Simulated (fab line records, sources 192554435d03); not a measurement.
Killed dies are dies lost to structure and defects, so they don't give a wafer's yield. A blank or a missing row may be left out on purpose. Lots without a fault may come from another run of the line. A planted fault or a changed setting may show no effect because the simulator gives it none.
A struck lot beside a sound one | flow n5_finfet | 28 steps out of a route of 1938
Sound: wafers L211.3, L211.4, L211.6. Struck: wafers L199.3, L199.4. (L199.5 of the same lot was not struck and is left out.) The cause comes at the end.
At each step with rows: each side's tool, then ch and its chambers, then its first start. Under that, the readings that differ: sound wafers | struck wafers | difference of the means | sigmas: that difference in standard deviations of wafers without a fault.
alike: readings whose means differ by less than 2 such deviations, and words and numbers that are the same on both sides. not compared: withheld readings, readings that some wafer has no value for, bounds like >300 that may hide the same value, and numbers for which the record gives no deviation and whose values overlap.
The two part at a step that has a row with sigmas, a row that says differs or no value, or rows on one side only. Numbers that don't overlap but have no deviation are shown without sigmas and don't part them. A reading that every wafer of one side lacks parts them only if that side has two wafers or more.

first, 10 steps without rows for these wafers: N5_BEOL_M7_CURE_75 (cures SiCOH lowk, time 120 s); N5_BEOL_M7_DEGAS_44 (time 60 s); N5_BEOL_M7_PRE_CLEAN_45 (time 30 s); N5_BEOL_M7_ALD_77 (deposits TaN, target thk 2 nm, pulse time 2 s, purge time 3 s); N5_BEOL_M7_SURFACE_TREAT_79; N5_BEOL_M7_CVD_78 (deposits Co from CCTBA/H2, target thk 2 nm, time 142.3 s); N5_BEOL_M7_SPUTTER_48 (material Cu, target thk 10 nm, time 1.667 s); N5_BEOL_M7_ECD_50 (material Cu, target thk 300 nm); N5_BEOL_M7_ANNEAL_51 (time 90 s); N5_BEOL_M7_CMP_52 (polishes, stops on SiCOH lowk, t overpolish 6.9 s, target thk 80 nm).
N5_BEOL_M7_PRE_CLEAN_55: time 15 s.
  sound on pecvd-04 ch 0,2, day 15 21:55; struck on pecvd-02 ch 0,2, day 12 14:56
then, 1 step without rows for these wafers: N5_BEOL_M7_DEP_56 (deposits SiCN from 3MS/NH3, target thk 10 nm, time 17.5 s).
N5_BEOL_M7_INSPECT_58: inspects for defects (darkfield).
  sound on defect_inspect-01, day 15 22:02; struck on defect_inspect-02, day 12 15:04
  reading          | sound    | struck  | difference | sigmas
  raw_defect_count | 38 70 32 | 907 905 | +859       | +30
then, 12 steps without rows for these wafers: N5_BEOL_M8_ILD_DEP_00 (deposits SiCOH lowk from DEMS/porogen, target thk 179.75 nm, time 33.4 s); N5_BEOL_M8_CURE_74 (cures SiCOH lowk, time 240 s); N5_BEOL_M8_PECVD_70 (deposits SiO2 from TEOS/O2, target thk 20 nm, time 22.7 s); N5_BEOL_M8_HM_DEP_02 (deposits TiN, target thk 20 nm); N5_BEOL_M8_COAT_59 (time 60 s, resist thk 100 nm); N5_BEOL_M8_COAT_60 (time 60 s, resist thk 35 nm); N5_BEOL_M8_COAT_05 (resist thk 90 nm); N5_BEOL_M8_EBR_07; N5_BEOL_M8_SOFTBAKE_06 (time 60 s); N5_BEOL_M8_EXPOSE_08 (exposes mask M8); N5_BEOL_M8_PEB_09 (peb time 60 s); N5_BEOL_M8_DEVELOP_10 (develop time 30 s).
N5_BEOL_M8_INSPECT_13: inspects for defects (brightfield).
  sound on defect_inspect-02, day 16 00:04; struck on defect_inspect-02, day 12 16:55
  reading          | sound       | struck    | difference | sigmas
  raw_defect_count | 290 338 368 | 1264 1262 | +931       | +10
then, 1 step without rows for these wafers: N5_BEOL_M8_DESCUM_16 (chemistry O2, time 7.9 s).
-- the record jumps here: 3 days lie between the struck wafers' starts before and after (it left off in module BEOL_M8 and takes up again in module PASSIVATION, whose first step shown is number 1936 of the route) --
N5_PASSIVATION_PROBE_49:
  sound on prober-02, day 19 07:21; struck on prober-01, day 15 13:27
  reading                  | sound          | struck    | difference | sigmas
  defect_limited_yield (%) | 91.9 86.4 90.5 | 81.0 82.4 | -7.9       | -6
  killed_at_M4_up          | 7 11 7         | 126 131   | +120       | +23
  killed_at_front_end      | 47 87 49       | 28 19     | -38        | -3
  killed_dies              | 96 160 112     | 224 208   | +93        | +6
  killed_on_rim            | 13 23 15       | 32 31     | +14        | +3
  sort_bin_5_function (%)  | 5.1 8.1 5.8    | 10.4 11.0 | +4.4       | +5
  sort_n_pass              | 1084 1020 1068 | 956 972   | -93        | -5
  sort_yield_pct (%)       | 91.9 86.4 90.5 | 81.0 82.4 | -7.9       | -6
  alike: killed_at_M0_to_M3, killed_at_contacts, killed_at_other, killed_open, killed_short, sort_bin_6_memory

WHERE THEY PART
First at N5_BEOL_M7_INSPECT_58; last, within this record, at N5_PASSIVATION_PROBE_49.

WHY: what the simulator had put in
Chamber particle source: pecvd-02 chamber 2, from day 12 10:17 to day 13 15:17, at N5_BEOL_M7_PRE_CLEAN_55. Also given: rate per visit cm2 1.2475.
